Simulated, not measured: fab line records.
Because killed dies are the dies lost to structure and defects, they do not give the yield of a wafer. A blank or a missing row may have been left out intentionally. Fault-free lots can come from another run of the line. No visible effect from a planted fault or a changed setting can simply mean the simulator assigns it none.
A struck lot beside a sound one | flow n5_finfet | 18 steps out of a route of 1938
Sound: wafers L680.3, L680.5, L680.6. Wafers L670.1, L670.4, L670.5 were the ones struck. Last of all comes the cause.
Per side, at each step with rows, come the tool, then ch with its chambers, and then its first start. Under that, the readings that differ: sound wafers | struck wafers | difference of the means | sigmas: that difference in standard deviations of wafers without a fault.
alike: readings whose means differ by less than 2 such deviations, and words and numbers that are the same on both sides. not compared: withheld readings, readings that some wafer has no value for, bounds like >300 that may hide the same value, and numbers for which the record gives no deviation and whose values overlap.
A row with sigmas, a row that says differs or no value, or rows on one side alone: a step with any of these is where the two part. Numbers that have no deviation but don't overlap get no sigmas and don't part them. A reading that every wafer of one side lacks parts them only if that side has two wafers or more.

first, 3 steps without rows for these wafers: N5_BEOL_M13_ETCH_38 (etches SiCN in CF4/N2, target depth 67.5 nm, time 71.9 s); N5_BEOL_M13_PRECLEAN_39 (cleans in residue remover, time 60 s); N5_BEOL_M13_SRD_40 (time 30 s, dry time 30 s).
N5_BEOL_M13_DEGAS_41: time 60 s.
  sound: pvd_sputter-03 at day 15 12:53; struck: pvd_sputter-02 at day 12 18:58
  alike: heater_power_w
then, 5 steps without rows for these wafers: N5_BEOL_M13_PRE_CLEAN_42 (time 30 s); N5_BEOL_M13_SPUTTER_43 (material TaN, target thk 15 nm, time 24.19 s); N5_BEOL_M13_SPUTTER_44 (material Ta, target thk 10 nm, time 16.13 s); N5_BEOL_M13_SPUTTER_45 (material Cu, target thk 80 nm, time 13.33 s); N5_BEOL_M13_ECD_47 (material Cu, target thk 936 nm).
N5_BEOL_M13_ANNEAL_48: time 90 s.
  sound on rtp_anneal-02 ch 0, day 15 13:29; struck on rtp_anneal-02 ch 0, day 12 19:31
  alike: wafer_temp_C_max
N5_BEOL_M13_CMP_49: polishes, stops on SiOC, t overpolish 17.1 s, target thk 420 nm.
  sound on cmp-02 ch 0,1,3, day 15 13:57; struck on cmp-04 ch 0,1,3, day 12 19:49
  alike: barrier_field_endpoint_s, motor_current_A, overpolish_run_s, retaining_ring_pressure_frac
N5_BEOL_M13_THK_MEAS_50: measures by xrf.
  sound: film_metro-01 at day 15 14:08; struck: film_metro-02 at day 12 20:07
  alike: M13_THK
N5_BEOL_M13_PRE_CLEAN_52: time 15 s.
  sound on pecvd-01 ch 0,1,2, day 15 14:10; struck on pecvd-03 ch 0,1,2, day 12 20:09
N5_BEOL_M13_DEP_53: deposits SiCN from 3MS/NH3, target thk 50 nm, time 17.8 s.
  sound on pecvd-01 ch 0,1,2, day 15 14:11; struck on pecvd-03 ch 0,1,2, day 12 20:10
  alike: showerhead_plenum_p_Torr, showerhead_vpp_V, throttle_valve_pct
N5_BEOL_M13_RS_MEAS_54: the measuring method here is four-point-probe.
  sound: film_metro-01 at day 15 14:16; struck: film_metro-02 at day 12 20:14
  alike: M13_RS
N5_BEOL_M13_INSPECT_55: inspects for defects (darkfield).
  sound: defect_inspect-02 at day 15 14:17; struck: defect_inspect-02 at day 12 20:16
  reading          | sound    | struck      | difference | sigmas
  raw_defect_count | 74 65 83 | 455 475 478 | +395       | +15
N5_BEOL_M14_ILD_DEP_00: deposits SiO2 from TEOS/O2, target thk 1119.3 nm, time 237.4 s.
  sound on pecvd-01 ch 0,1,2, day 15 14:19; struck on pecvd-04 ch 0,1,2, day 12 20:18
  alike: heater_power_w, showerhead_plenum_p_Torr, showerhead_vpp_V, throttle_valve_pct
N5_PASSIVATION_PROBE_49:
  record: rows for the struck wafers here (prober-02, day 13 21:44), none for the sound ones

== WHERE THEY PART ==
Earliest at N5_BEOL_M13_INSPECT_55; latest, in this record, at N5_PASSIVATION_PROBE_49.

WHY: the cause the simulator had injected
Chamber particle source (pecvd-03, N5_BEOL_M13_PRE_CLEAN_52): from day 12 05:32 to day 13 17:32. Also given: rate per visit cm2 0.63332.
